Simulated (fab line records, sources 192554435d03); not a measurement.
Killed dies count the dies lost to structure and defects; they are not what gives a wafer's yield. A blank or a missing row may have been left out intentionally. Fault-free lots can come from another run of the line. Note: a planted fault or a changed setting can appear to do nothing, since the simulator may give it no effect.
Comparing a struck lot with a sound one | flow n5 finfet | 15 out of 1938 route steps
Sound: the wafers L477.1, L477.2, L477.5. The struck wafers were L478.2, L478.5, L478.6. The cause comes at the end.
At each step with rows: each side's tool, then ch and its chambers, then its first start. Under that, the readings that differ: sound wafers | struck wafers | difference of the means | sigmas: that difference in standard deviations of wafers without a fault.
alike: readings whose means differ by less than 2 such deviations, and words and numbers that are the same on both sides. not compared: withheld readings, readings that some wafer has no value for, bounds like >300 that may hide the same value, and numbers for which the record gives no deviation and whose values overlap.
A row with sigmas, a row that says differs or no value, or rows on one side alone: a step with any of these is where the two part. When numbers do not overlap yet have no deviation, they are printed without sigmas and do not part them. Lack of a reading on every wafer of one side parts them only where that side has two or more wafers.

N5_HKMG_FIN_ALD_71: deposits TiN, target thk 1 nm, pulse time 1 s, purge time 3 s.
  sound on ald metal-02 ch 0,1,3, day 7 12:04; struck on ald metal-03 ch 2,3, day 7 16:34
  alike: heater power w, precursor pulse height rel
then, 1 step without rows for these wafers: N5_HKMG_FIN_COAT_66 (time 60 s, resist thk 300 nm).
N5_HKMG_FIN_ETCH_67: etches SOC in N2/H2, stops on TiN, target depth 388.9 nm.
  sound on rie diel-01 ch 0,2, day 7 12:25; struck on rie diel-02 ch 0,1,3, day 7 16:55
  alike: drypump motor current A, n2 flow sccm, oes product au, rf vpp V, showerhead plenum p Torr, throttle valve pct
  not compared: rf hours counter h
then, 2 steps without rows for these wafers: N5_HKMG_FIN_STRIP_90 (strips SOC in N2/H2, time 20 s); N5_HKMG_FIN_WET_ETCH_73 (etches the open film in SC1, time 42.3 s, target depth 1.3 nm, rinse time 30 s).
N5_HKMG_FIN_ETCHBACK_68: etches the open film in Cl2/Ar, stops on HfO2, target depth 0.5 nm.
  sound on rie metal-01 ch 0,1, day 7 12:38; struck on rie metal-03 ch 0,1, day 7 17:08
  alike: drypump motor current A, oes product au, throttle valve pct
  not compared: rf hours counter h
then, 2 steps without rows for these wafers: N5_HKMG_FIN_STRIP_69 (strips in N2/H2, time 360 s); N5_HKMG_FIN_ALD_21 (deposits TiN, target thk 1.5 nm, pulse time 1 s, purge time 3 s).
N5_HKMG_FIN_ALD_72: deposits W, target thk 2 nm, pulse time 1 s, purge time 2 s.
  sound on cvd w-01 ch 0,1, day 7 13:31; struck on cvd w-02 ch 0,1, day 7 18:01
  alike: heater power w, precursor pulse height rel
then, 3 steps without rows for these wafers: N5_HKMG_FIN_W_FILL_22 (material W, target thk 60 nm, time 18.2 s); N5_HKMG_FIN_PRECLEAN_83 (cleans in DIW, time 57.5 s); N5_HKMG_FIN_SRD_84 (dry time 32 s).
N5_HKMG_FIN_CMP_23: polishes, stops on SiNx, t overpolish 10 s, target thk 46.326 nm.
  sound on cmp-01 ch 1,2,3, day 7 13:46; struck on cmp-03 ch 0,1,2, day 7 18:21
  reading          | sound             | struck            | difference | sigmas
  platen rpm (rpm) | 50.31 50.24 50.31 | 48.24 48.28 48.32 | -2.01      | -65
  alike: head pressure psi, motor current A, overpolish run s, time to endpoint s
N5_HKMG_FIN_CMP_94: polishes, stops on SiNx, t overpolish 4.7 s, target thk 43.299 nm.
  sound on cmp-01 ch 1,2,3, day 7 14:12; struck on cmp-03 ch 0,1,2, day 7 18:44
  alike: head pressure psi, motor current A, platen rpm
next, for these wafers, 1 step has no rows: N5_PASSIVATION_PROBE_49.

## WHERE THEY PART
Within this record, at N5_HKMG_FIN_CMP_23 only. Later steps at which nothing parts them and some readings are alike: N5_HKMG_FIN_CMP_94.

WHY: what had been put in by the simulator
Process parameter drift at N5_HKMG_FIN_CMP_23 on cmp-03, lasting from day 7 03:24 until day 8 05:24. Setting platen rpm, moved by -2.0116, from 50.289. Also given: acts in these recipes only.
